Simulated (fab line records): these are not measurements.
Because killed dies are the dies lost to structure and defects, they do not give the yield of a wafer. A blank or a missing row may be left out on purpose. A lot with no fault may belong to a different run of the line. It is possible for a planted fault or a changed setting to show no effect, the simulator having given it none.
fab line records | flow nandHarc
record lots=7 wafers=21 lastDay=33
route steps=1302 shown P_ZERO_WELL@14 END@1302
lots that met no fault: from a run of the same line without faults
startH: start of the lot's first displayed wafer, in hours after the record's first day | waitH: time in hours since the lot's previous step | " as in the row above | L1.1+2: a row that stands for several wafers | - either no value or no given start | * or withheld: withheld | < > ~ a bound
route shown NAME@n: NAME is a module with steps in the file, n the number in the route of the first one | usual: mean/standard deviation of fault-free wafers | same: alike in all rows | chamber/n: place in a boat | sites: per-site readings | _std_site: standard deviation of those values | _edge_site: the outer-site mean with the inner-site mean subtracted | radiusMm: how far each site lies from the wafer's centre | mask NAME#n: copy n | behind: the last tool/chamber to shape the wafer | hold: why the lot went on hold/how many hours it stayed there/how the hold came to an end | device: the n, p or np transistor that did not switch | end of line: tests of these same wafers at the route's end | where a step has no rows: the recipe by itself | killed: count of dies lost to structure and defects at first sort (not the wafer's yield) | map: a wafer's dies, x killed, . not, _ none there
set.NAME: the setting that was run; set.NAME@STEP: the one run at that earlier step | model.NAME: the simulator's own value behind a step, which no gauge read
lots at selected steps of the route; one table per step, one row per wafer
services: the hour from which a tool's chamber was out of use, counted from the record's first day as startH (under 0 if before that day), plus the number of hours and why
## steps
# step NHARC_P_ZERO_WELL_CD_MEAS_11
# recipe targetCdNm=500 landingEnergyEv=500
# usual cdNm=501.1/2.8
# same landingEnergyEv=500
# columns lot.wafer tool chamber startH waitH cdNm
L543.2 cdSem-02 0 71.24 - 500.2
L543.3 " 0 " " 496.1
L543.6 " 0 " " 501.5
L544.2 cdSem-02 0 81.25 - 499.9
L544.4 " 0 " " 498.9
L544.5 " 0 " " 501.4
L548.1 cdSem-03 0 121.24 - 497.9
L548.2 " 0 " " 498.5
L548.6 " 0 " " 495.4
L549.2 cdSem-03 0 131.12 - 501.3
L549.3 " 0 " " 499.2
L549.5 " 0 " " 503.3
L550.3 cdSem-03 0 141.25 - 503.5
L550.4 " 0 " " 501.9
L550.6 " 0 " " 505.2
L557.3 cdSem-01 0 211.13 - 500.7
L557.5 " 0 " " 502.6
L557.6 " 0 " " 501.2
L560.1 cdSem-03 0 241.12 - 502.7
L560.4 " 0 " " 501.9
L560.6 " 0 " " 500.9
# step NHARC_P_ZERO_WELL_HARDBAKE_12
# recipe tempC=118 timeS=65
# step NHARC_P_ZERO_WELL_DESCUM_13
# recipe timeS=3 o2FlowSccm=200 arFlowSccm=0 biasPowerW=0 chemistry=O2
# usual drypumpMotorCurrentA=5.7/0.6 oesProductAu=1.000/0.014 rfVppV=57.9/0.91 showerheadPlenumPTorr=1.92/0.073 throttleValvePct=11.311/0.0094
# same timeS=3
# columns lot.wafer tool chamber startH waitH drypumpMotorCurrentA oesProductAu rfHoursCounterH rfVppV showerheadPlenumPTorr throttleValvePct
L543.3 rieDiel-04 3 71.40 - 5.9 1.003 19 57.6 1.92 11.306
L543.2 " 1 " " 4.8 1.023 18 57.9 1.92 11.307
L543.6 " 3 " " 5.9 1.003 - 58.6 1.92 11.317
L544.2 rieDiel-04 2 81.40 - 6.3 1.015 25 58.4 2.07 11.299
L544.4 " 1 " " 4.8 1.014 24 57.8 1.92 11.308
L544.5 " 3 " " 5.9 0.984 - 57.3 1.92 11.301
L548.2 rieDiel-10 1 121.40 - 5.1 1.014 17 58.2 1.92 11.323
L548.1 " 3 " " 5.2 1.015 12 57.7 1.88 11.328
L548.6 " 2 " " 6.3 1.001 - 57.5 1.80 11.313
L549.3 rieDiel-10 0 131.29 - 6.3 0.997 20 57.3 1.94 11.324
L549.2 " 1 " " 5.1 1.011 19 58.0 1.92 11.308
L549.5 " 2 " " 6.3 0.991 - 58.6 1.80 11.309
L550.4 rieDiel-04 0 141.41 - 4.8 0.981 39 58.3 2.02 11.310
L550.3 " 2 " " 6.3 1.009 44 58.5 2.06 11.299
L550.6 " 0 " " 4.8 0.985 - 58.9 2.02 11.318
L557.3 rieDiel-13 1 211.28 - 5.7 0.985 13 57.1 1.92 11.324
L557.6 " 1 " " 5.7 0.987 - 58.4 1.92 11.304
L557.5 " 2 " " 5.1 1.002 - 57.3 1.82 11.307
L560.4 rieDiel-13 2 241.28 - 5.1 0.997 23 56.3 1.82 11.320
L560.1 " 3 " " 6.6 0.994 25 57.9 1.93 11.334
L560.6 " 1 " " 5.7 0.992 - 58.4 1.92 11.288
# step NHARC_P_ZERO_WELL_ETCH_65
# recipe targetDepthA=800 overetchA=240 timeS=87.88 ionEnergyEv=200 n2FlowSccm=150 h2FlowSccm=150 arFlowSccm=0 rfW=400 biasW=150 chemistry=N2/H2
# usual drypumpMotorCurrentA=5.7/0.61 oesProductAu=1.000/0.013 rfVppV=430.6/2.3 showerheadPlenumPTorr=2.04/0.079 throttleValvePct=14.172/0.0087
# same timeS=87.88
# columns lot.wafer tool chamber startH waitH drypumpMotorCurrentA oesProductAu rfHoursCounterH rfVppV showerheadPlenumPTorr throttleValvePct
L543.3 rieDiel-04 0 71.49 0.1 4.9 0.995 18 434.7 2.17 14.197
L543.2 " 2 " " 6.3 1.010 20 434.3 2.21 14.160
L543.6 " 0 " " 4.9 0.976 - 433.6 2.17 14.168
L544.2 rieDiel-04 2 81.49 0.1 6.3 1.012 25 433.7 2.21 14.162
L544.4 " 0 " " 4.9 0.994 22 435.7 2.17 14.163
L544.5 " 3 " " 5.9 0.994 - 431.0 2.04 14.178
L548.2 rieDiel-10 3 121.49 0.1 5.2 1.026 12 429.6 2.00 14.171
L548.1 " 0 " " 6.3 1.002 18 430.7 2.07 14.170
L548.6 " 1 " " 5.1 1.014 - 430.5 2.04 14.164
L549.3 rieDiel-10 2 131.37 0.1 6.3 0.985 13 427.2 1.91 14.174
L549.2 " 3 " " 5.3 0.999 14 429.2 2.00 14.182
L549.5 " 1 " " 5.1 1.005 - 431.2 2.04 14.188
L550.3 rieDiel-04 1 141.50 0.1 4.8 1.010 42 429.9 2.04 14.169
L550.4 " 2 " " 6.2 1.020 44 435.1 2.20 14.185
L550.6 " 1 " " 4.8 1.004 - 431.7 2.04 14.180
L557.3 rieDiel-13 2 211.36 0.1 5.1 0.996 13 428.2 1.94 14.166
L557.6 " 2 " " 5.1 0.989 - 428.5 1.94 14.172
L557.5 " 3 " " 6.6 0.985 - 429.5 2.06 14.180
L560.1 rieDiel-13 2 241.37 0.1 5.0 1.010 23 428.2 1.94 14.162
L560.4 " 3 " " 6.6 1.007 25 430.2 2.06 14.169
L560.6 " 0 " " 5.9 1.011 - 429.3 1.96 14.173
# step NHARC_P_ZERO_WELL_ETCH_62
# recipe targetDepthA=130 timeS=6.5 chf3FlowSccm=50 arFlowSccm=200 rfW=500 biasW=200 chemistry=CHF3/Ar
# usual drypumpMotorCurrentA=5.6/0.61 oesProductAu=0.959/0.021 rfVppV=370.6/2.1 showerheadPlenumPTorr=2.35/0.085 throttleValvePct=20.216/0.0097
# same timeS=6.5
# columns lot.wafer tool chamber startH waitH drypumpMotorCurrentA oesProductAu rfHoursCounterH rfVppV showerheadPlenumPTorr throttleValvePct
L543.3 rieDiel-04 1 - - 4.8 0.979 19 371.4 2.35 20.222
L543.2 " 3 " " 6.0 0.927 19 371.3 2.35 20.208
L543.6 " 0 " " 4.9 0.950 - 374.6 2.48 20.219
L544.4 rieDiel-04 3 - - 5.9 0.962 23 369.4 2.35 20.225
L544.2 " 2 " " 6.2 0.964 25 373.4 2.52 20.213
L544.5 " 0 " " 4.9 0.965 - 375.0 2.48 20.227
L548.1 rieDiel-10 3 - - 5.3 0.999 12 368.8 2.30 20.196
L548.2 " 0 " " 6.3 0.967 18 371.1 2.38 20.232
L548.6 " 3 " " 5.3 0.998 - 369.1 2.30 20.218
L549.2 rieDiel-10 1 - - 5.1 0.980 19 371.8 2.35 20.212
L549.3 " 2 " " 6.3 0.968 13 367.2 2.21 20.219
L549.5 " 0 " " 6.3 0.970 - 371.7 2.38 20.227
L550.4 rieDiel-04 3 - - 6.0 0.966 41 369.7 2.34 20.221
L550.3 " 0 " " 4.8 0.947 39 373.3 2.47 20.221
L550.6 " 2 " " 6.2 0.992 - 373.9 2.52 20.210
L557.3 rieDiel-13 1 - - 5.7 0.954 13 371.0 2.35 20.221
L557.5 " 0 " " 5.9 0.988 - 368.9 2.26 20.207
L557.6 " 1 " " 5.7 0.952 - 370.0 2.35 20.216
L560.1 rieDiel-13 1 - - 5.7 0.944 21 370.0 2.35 20.209
L560.4 " 2 " " 5.0 0.957 23 368.0 2.23 20.219
L560.6 " 2 " " 5.0 0.973 - 368.4 2.23 20.224
# step NHARC_P_ZERO_WELL_ETCH_63
# recipe targetDepthA=1200 timeS=40.1 hbrFlowSccm=150 cl2FlowSccm=50 rfW=400 icpW=400 biasW=100 chemistry=HBr/Cl2
# usual drypumpMotorCurrentA=5.8/0.41 oesProductAu=0.998/0.013 throttleValvePct=26.405/0.0095
# same timeS=40.1
# columns lot.wafer tool chamber startH waitH drypumpMotorCurrentA oesProductAu rfHoursCounterH throttleValvePct
L543.3 rieSi-02 2 71.77 - 5.8 0.990 0.8 26.402
L543.2 " 0 " " 5.9 0.999 0.7 26.398
L543.6 " 2 " " 5.8 0.989 - 26.404
L544.4 rieSi-06 1 81.67 - 5.9 0.997 0.0 26.405
L544.2 " 2 " " 6.0 0.999 0.0 26.403
L544.5 " 0 " " 6.3 0.997 - 26.409
L548.2 rieSi-05 3 121.68 - 5.0 1.008 1.0 26.405
L548.1 " 0 " " 6.6 0.983 1.1 26.409
L548.6 " 2 " " 5.6 0.982 - 26.398
L549.2 rieSi-06 0 131.54 - 6.3 0.995 0.2 26.419
L549.3 " 2 " " 6.0 0.993 0.5 26.414
L549.5 " 0 " " 6.3 0.989 - 26.409
L550.4 rieSi-06 0 141.68 - 6.3 0.987 0.3 26.417
L550.3 " 1 " " 5.9 0.988 0.6 26.407
L550.6 " 0 " " 6.3 0.985 - 26.398
L557.3 rieSi-06 2 211.56 - 6.0 0.989 1.0 26.399
L557.6 " 0 " " 6.3 0.980 - 26.424
L557.5 " 1 " " 5.9 0.981 - 26.409
L560.1 rieSi-06 3 241.54 - 5.7 0.985 1.2 26.407
L560.4 " 0 " " 6.3 1.002 1.0 26.408
L560.6 " 3 " " 5.7 0.994 - 26.433
# step NHARC_P_ZERO_WELL_STRIP_15
# recipe timeS=900 tempC=130 chemistry=SPM
# step NHARC_P_ZERO_WELL_DEHYDRATE_16
# recipe tempC=150 timeS=120
# step NHARC_P_ZERO_WELL_HMDS_17
# recipe timeS=30
# step NHARC_P_ZERO_WELL_COAT_18
# recipe spinRpm=withheld
# step NHARC_P_ZERO_WELL_SOFTBAKE_19
# recipe tempC=122 timeS=95
# step NHARC_P_ZERO_WELL_EBR_20
# step NHARC_P_ZERO_WELL_EXPOSE_21
# recipe na=0.6 targetCdNm=720 doseMj=22.31 maskId=P_NWELL
# usual exposureDoseMJCm2=22.309/0.023
# columns lot.wafer tool chamber startH waitH mask exposureDoseMJCm2
L543.2 krfScanner-04 0 72.41 - P_NWELL#0 22.362
L543.3 " 0 " " P_NWELL#0 22.341
L543.6 " 0 " " P_NWELL#0 22.355
L544.2 krfScanner-01 0 82.44 - P_NWELL#0 22.323
L544.4 " 0 " " P_NWELL#0 22.335
L544.5 " 0 " " P_NWELL#0 22.332
L548.1 krfScanner-04 0 122.30 - P_NWELL#0 23.372
L548.2 " 0 " " P_NWELL#0 23.378
L548.6 " 0 " " P_NWELL#0 23.361
L549.2 krfScanner-04 0 132.18 - P_NWELL#0 23.355
L549.3 " 0 " " P_NWELL#0 23.356
L549.5 " 0 " " P_NWELL#0 23.375
L550.3 krfScanner-04 0 142.33 - P_NWELL#0 23.365
L550.4 " 0 " " P_NWELL#0 23.347
L550.6 " 0 " " P_NWELL#0 23.360
L557.3 krfScanner-01 0 212.19 - P_NWELL#0 22.271
L557.5 " 0 " " P_NWELL#0 22.277
L557.6 " 0 " " P_NWELL#0 22.305
L560.1 krfScanner-02 0 242.18 - P_NWELL#0 22.293
L560.4 " 0 " " P_NWELL#0 22.320
L560.6 " 0 " " P_NWELL#0 22.322
# step NHARC_P_ZERO_WELL_PEB_22
# recipe pebTempC=118 pebTimeS=85
# step NHARC_P_ZERO_WELL_DEVELOP_23
# recipe timeS=70
# step NHARC_P_ZERO_WELL_CD_MEAS_24
# recipe targetCdNm=720 landingEnergyEv=500
# usual cdNm=719.3/2.2
# same landingEnergyEv=500
# columns lot.wafer tool chamber startH waitH cdNm
L543.2 cdSem-02 0 72.56 - 720.9
L543.3 " 0 " " 720.2
L543.6 " 0 " " 717.7
L544.2 cdSem-01 0 82.59 - 722.9
L544.4 " 0 " " 719.5
L544.5 " 0 " " 722.0
L548.1 cdSem-02 0 122.45 - 727.8
L548.2 " 0 " " 727.5
L548.6 " 0 " " 728.1
L549.2 cdSem-03 0 132.33 - 726.5
L549.3 " 0 " " 727.2
L549.5 " 0 " " 725.6
L550.3 cdSem-03 0 142.48 - 726.3
L550.4 " 0 " " 723.5
L550.6 " 0 " " 729.4
L557.3 cdSem-01 0 212.34 - 717.9
L557.5 " 0 " " 719.0
L557.6 " 0 " " 716.4
L560.1 cdSem-03 0 242.34 - 722.6
L560.4 " 0 " " 720.3
L560.6 " 0 " " 716.9
# step NHARC_P_ZERO_WELL_HARDBAKE_25
# recipe tempC=125 timeS=80
# step NHARC_P_ZERO_WELL_DESCUM_26
# recipe timeS=3 o2FlowSccm=200 arFlowSccm=0 biasPowerW=0 chemistry=O2
# usual drypumpMotorCurrentA=5.7/0.56 oesProductAu=1.000/0.014 rfVppV=57.8/0.86 showerheadPlenumPTorr=1.90/0.063 throttleValvePct=11.311/0.0084
# same timeS=3
# columns lot.wafer tool chamber startH waitH drypumpMotorCurrentA oesProductAu rfHoursCounterH rfVppV showerheadPlenumPTorr throttleValvePct model.P_ZERO_WELL.cdNm
L543.3 rieDiel-13 2 72.84 - 5.1 0.991 26 58.3 1.84 11.321 719.9
L543.2 " 0 " " 5.8 0.982 25 57.0 1.85 11.316 719.1
L543.6 " 1 " " 5.7 1.004 - 57.3 1.94 11.317 717.3
L544.2 rieDiel-04 2 82.76 - 6.2 1.008 26 59.2 2.07 11.324 723.6
L544.4 " 0 " " 4.8 0.988 22 59.0 2.03 11.314 719.8
L544.5 " 2 " " 6.2 1.014 - 58.1 2.07 11.325 722.1
L548.2 rieDiel-13 2 122.61 - 5.1 1.002 47 58.7 1.83 11.311 727.1
L548.1 " 1 " " 5.8 1.008 46 58.4 1.93 11.298 728
L548.6 " 3 " " 6.6 0.987 - 58.3 1.94 11.307 728.4
L549.2 rieDiel-10 1 132.49 - 5.1 1.007 19 58.3 1.92 11.319 726.5
L549.3 " 3 " " 5.2 1.023 14 57.8 1.88 11.305 726.7
L549.5 " 2 " " 6.3 0.994 - 57.2 1.80 11.307 725.2
L550.3 rieDiel-13 1 142.66 - 5.7 0.995 51 55.9 1.93 11.299 726.8
L550.6 " 0 " " 5.9 0.981 - 57.3 1.85 11.305 727.5
L550.4 " 1 " " 5.7 0.993 - 58.2 1.93 11.324 723.9
L557.3 rieDiel-10 3 212.52 - 5.3 1.021 42 58.6 1.87 11.319 716.2
L557.5 " 1 " " 5.1 1.008 - 59.2 1.91 11.300 718.7
L557.6 " 2 " " 6.3 1.015 - 56.3 1.79 11.313 716
L560.4 rieDiel-13 2 242.51 - 5.1 1.008 23 56.4 1.82 11.307 720.2
L560.1 " 3 " " 6.6 1.001 25 58.6 1.93 11.315 723
L560.6 " 2 " " 5.1 1.000 - 56.9 1.82 11.321 716.9
# step NHARC_P_ZERO_WELL_IMPLANT_27
# recipe energyKev=600 doseCm2=1e+13 tiltDeg=7
# step NHARC_END_SORT_01
# recipe tempC=25
# usual killedAtArray=52/16 killedAtOther=0.8/0.98 killedAtPeriphery=4.2/2.9 killedDies=57/16 killedOpen=3.3/1.9 killedShort=2.5/1.5
# same grossDies=677
# columns lot.wafer tool chamber startH waitH killedAtArray killedAtOther killedAtPeriphery killedDies killedOpen killedShort
L543.2 prober-02 0 595.40 2.8 76 0 0 76 6 1
L543.3 prober-02 0 596.18 3.1 88 0 4 92 4 3
L543.6 prober-02 0 598.53 3.9 70 0 1 71 4 4
# killed by level:class
L543.2 A_CHANNEL_HOLE_D1:chamberFilmFlake=34 A_SLIT:chamberFilmFlake=19 A_CHANNEL_HOLE_D2:chamberFilmFlake=7 A_CONTACT:chamberFilmFlake=4 A_ONON_D2:geometricParticle:open=2 A_CHANNEL_FILL_D1:chamberFilmFlake=2 A_BONDPAD:chamberFilmFlake=2 A_ONON_D1:geometricParticle:short=1
L543.3 A_CHANNEL_HOLE_D1:chamberFilmFlake=39 A_SLIT:chamberFilmFlake=18 A_CHANNEL_HOLE_D2:chamberFilmFlake=13 A_CONTACT:chamberFilmFlake=8 A_DECK1_JOINT:chamberFilmFlake=2 A_BONDPAD:chamberFilmFlake=2 P_GATE:geometricParticle:open=1 P_M0:geometricParticle:open=1
L543.6 A_SLIT:chamberFilmFlake=30 A_CHANNEL_HOLE_D1:chamberFilmFlake=16 A_BONDPAD:chamberFilmFlake=6 A_CHANNEL_HOLE_D2:chamberFilmFlake=4 A_WL_FILL:geometricParticle:short=2 A_STAIRCASE:chamberFilmFlake=2 A_CHANNEL_FILL_D1:chamberFilmFlake=2 A_CONTACT:chamberFilmFlake=2
## services
# columns tool chamber startH hours kind
krfScanner-01 - 49.19 1.8 repair
rieDiel-10 - 65.56 9.0 pm
rieSi-06 - 72.00 9.0 pm
krfScanner-01 - 72.58 0.5 repair
rieSi-02 3 73.03 1.2 repair
rieDiel-10 2 74.59 4.1 repair
rieSi-05 0 77.42 4.0 repair
krfScanner-02 - 94.00 4.0 pm
rieSi-02 1 98.90 5.4 repair
rieSi-06 0 103.25 7.4 repair
krfScanner-01 - 120.30 5.7 repair
rieSi-06 0 121.27 4.7 repair
rieDiel-13 2 124.42 23.8 repair
rieDiel-10 0 138.08 1.7 repair
krfScanner-01 - 140.00 4.0 pm
rieDiel-13 - 167.84 9.0 pm
rieDiel-04 - 177.90 9.0 pm
rieDiel-10 1 181.14 7.9 repair
krfScanner-04 - 182.01 4.0 pm
krfScanner-04 - 211.10 1.9 repair
krfScanner-01 - 212.32 0.6 repair
rieDiel-13 0 212.96 16.7 repair
krfScanner-01 - 221.66 2.8 repair
rieDiel-10 - 242.56 9.0 pm
## key
firstSign step=NHARC_P_ZERO_WELL_EXPOSE_21 reading=exposureDoseMJCm2 direction=up sigmas=46 usual=22.309 struck=23.363
effect step=NHARC_P_ZERO_WELL_CD_MEAS_24 reading=cdNm direction=up sigmas=3.4 usual=719.3 struck=726.9
modelEffect step=NHARC_P_ZERO_WELL_DESCUM_26 value=P_ZERO_WELL.cdNm without=718.9 struck=726.7
metAt NHARC_P_ZERO_WELL_EXPOSE_21
struckWafers L548.1,L548.2,L548.6,L549.2,L549.3,L549.5,L550.3,L550.4,L550.6
testerLeftOut L548,L549,L550
onsetBetween 72.41 122.30
fault kind=processParameterDrift tool=krfScanner-04 chamber=- onsetH=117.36 steps=NHARC_P_ZERO_WELL_EXPOSE_21 channel=doseMj offset=1.038 shape=step actsIn=theseRecipesOnly stated=22.31
# testerLeftOut: of these lots the tester's yield and bins aren't shown, on N5 and GAA mostly nor the transistor test; their killed dies are dies lost to structure and defects alone, not to doping, threshold or leakage, so they don't give the yield
